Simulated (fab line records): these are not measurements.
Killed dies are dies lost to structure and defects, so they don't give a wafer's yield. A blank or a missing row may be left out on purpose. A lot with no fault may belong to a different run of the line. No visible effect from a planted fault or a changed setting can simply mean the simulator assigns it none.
8D (eight disciplines) problem report, filled in by code || flow n5Finfet || the parts of the form that need people (team, actions taken, sign-off) are left out

1. THE ISSUE
Mean of killed_at_M4_up at N5_PASSIVATION_PROBE_49: 117 across 3 wafers in 2 lots; on wafers with no fault it is 13 (standard deviation 5.9). That is +18 standard deviations from the usual mean.
Seen first at day 18 06:17 on prober-01, wafer L799.2. The record has a number at this step for 6 wafers belonging to 2 lots. Rule for "out" (also "out of limits"): further than 4 standard deviations from the usual mean. Any other wafer with a number is counted as sound.

2. WHAT IT IS, AND WHAT IT ISN'T
{"question": "which readings at this step", "is": "killed_at_M4_up, defectLimitedYield, killedDies, sort_bin_5_function, sortNPass, sortYieldPct", "is not": "killedAtContacts, killedAtOther, killedOpen, killedShort, sort_bin_6_memory, sort_bin_8_speed"}
{"question": "which lots", "is": "L799, L802", "is not": "-"}
{"question": "which wafers of those lots", "is": "L799.2, L799.5, L802.5", "is not": "L799.4, L802.2, L802.3"}
{"question": "read on which tools", "is": "prober-01", "is not": "-"}
{"question": "when", "is": "from day 18 06:17", "is not": "up to then (0 sound wafers); but 3 sound wafers of L799, L802 came after"}

3. THE SUSPECTS, EACH WITH WHAT RULES IT OUT
Counting: any tool at a process step up to the reading remains a suspect provided it ran every lot that is out. Sound lots after the first of them don't rule it out here, since some wafers of a struck lot are sound.
- rieDiel-04 at N5_BEOL_M5_STRIP_64 (strips in CF4): kept. It ran every lot that is out, first L799 (day 13 15:16).
- rieMetal-01 at N5_PASSIVATION_AL_ETCH_33 (etches Al in Cl2/BCl3, stops on TaN, target depth 2800 nm, time 466.7 s): kept. It ran every lot that is out, first L799 (day 18 01:21).
- prober-01 at N5_PASSIVATION_PROBE_49: kept. It ran every lot that is out, first L799 (day 18 06:17). On those wafers its own readings are out: defectLimitedYield, killed_at_M4_up, killedDies, sort_bin_5_function, sortNPass, sortYieldPct.
- rieDiel-04, N5_BEOL_M5_STRIP_64: wafers that are out in chamber 2, sound lot-mates in chambers 0, 1.
After the count, these remain: rieDiel-04 at N5_BEOL_M5_STRIP_64, rieMetal-01 at N5_PASSIVATION_AL_ETCH_33 and prober-01 at N5_PASSIVATION_PROBE_49.

4. THE CAUSE (what the simulator had put in)
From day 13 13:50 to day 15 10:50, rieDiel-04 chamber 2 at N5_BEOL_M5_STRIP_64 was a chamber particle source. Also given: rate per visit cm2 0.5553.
After counting, 3 suspects remain, this tool included.

5. SEQUENCE OF EFFECTS, ordered by route
Rows list readings where the struck wafers' mean (over those with a number) sits beyond 3 standard deviations from the usual. Readings are gone through only where the record gives a usual standard deviation; hours: the median, over the lots, of the time from a lot's start at the first step in this table giving one to that lot's start at this step; sigmas: the change measured in usual standard deviations.
{"hours": 0, "step": "N5_PASSIVATION_PROBE_49", "reading": "defectLimitedYield", "usual": "90.9 %", "on struck wafers": 81.7, "change": -9.2, "sigmas": -6.5}
{"hours": 0, "step": "N5_PASSIVATION_PROBE_49", "reading": "killed_at_M4_up", "usual": 13, "on struck wafers": 117, "change": "+104", "sigmas": "+18"}
{"hours": 0, "step": "N5_PASSIVATION_PROBE_49", "reading": "killedDies", "usual": 107, "on struck wafers": 215, "change": "+108", "sigmas": "+6.8"}
{"hours": 0, "step": "N5_PASSIVATION_PROBE_49", "reading": "sort_bin_5_function", "usual": "5.3 %", "on struck wafers": 11.8, "change": "+6.5", "sigmas": "+6.9"}
{"hours": 0, "step": "N5_PASSIVATION_PROBE_49", "reading": "sortNPass", "usual": 1073, "on struck wafers": 965, "change": -108, "sigmas": -6.8}
{"hours": 0, "step": "N5_PASSIVATION_PROBE_49", "reading": "sortYieldPct", "usual": "90.9 %", "on struck wafers": 81.7, "change": -9.2, "sigmas": -6.5}
Here are the process steps it includes:
- N5_PASSIVATION_PROBE_49

6. WHAT WOULD HAVE CAUGHT IT SOONER
112 hours passed between the start of the fault at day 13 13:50 and the first reading out of limits in this record, taken at day 18 06:17.
An alarm limit of 4 standard deviations would not have fired on the tool readings at N5_BEOL_M5_STRIP_64 for which the record gives a usual standard deviation, since none of them was out on any struck wafer.
All the lots that are out (2) had begun N5_BEOL_M5_STRIP_64 on rieDiel-04 by day 18 06:17. A hold on the tool at that time would have spared none of them.
